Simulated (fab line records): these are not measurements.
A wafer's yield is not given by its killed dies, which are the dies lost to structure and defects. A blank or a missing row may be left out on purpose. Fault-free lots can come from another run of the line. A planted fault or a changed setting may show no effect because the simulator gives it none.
Chamber matching -- flow nand-harc -- rie-diel-04 running NHARC_A_WL_FILL_STRIP_29: 4 sister chambers
The step strips in O2, time 20 s. 4 wafers are shown with their chamber, then 10 later ones without.

## WAFERS PAIRED WITH THEIR CHAMBERS
wafer,chamber,showerhead-plenum-p-Torr (Torr)
L083.2,3,3.70
L089.1,1,3.71
L088.2,2,3.51
L088.4,0,3.68

## WAFERS WITH NO CHAMBER GIVEN
wafer,showerhead-plenum-p-Torr (Torr)
L088.5,3.51
L090.3,3.51
L090.5,3.70
L090.6,3.68
L093.1,3.70
L093.2,3.67
L093.3,3.71
L097.4,3.67
L097.5,3.67
L097.6,3.70

## CHAMBER TAKEN BY EACH
wafer,from the rows above,in truth
L088.5,2,2
L090.3,2,2
L090.5,can't be placed: 3 or 1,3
L090.6,0,0
L093.1,can't be placed: 3 or 1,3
L093.2,0,0
L093.3,can't be placed: 1 or 3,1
L097.4,0,0
L097.5,0,0
L097.6,can't be placed: 3 or 1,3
6 of 10 placed correctly. Can't be placed from these rows: 4 (the true chamber is among the candidates in 4). Placed wrongly: 0.
How it was worked out, from the rows above alone: a wafer's distance from a chamber is the root of the sum, over the readings, of the square of ((its reading less the chamber's mean) divided by the reading's scatter). If the next closest chamber is less than 2 further off than the closest, the wafer can't be placed; otherwise it belongs to the closest. For every chamber, the mean is computed from those of its wafers that are shown. The scatter: root of mean squared gap, hidden wafer to nearest shown wafer, with one shown wafer a chamber.
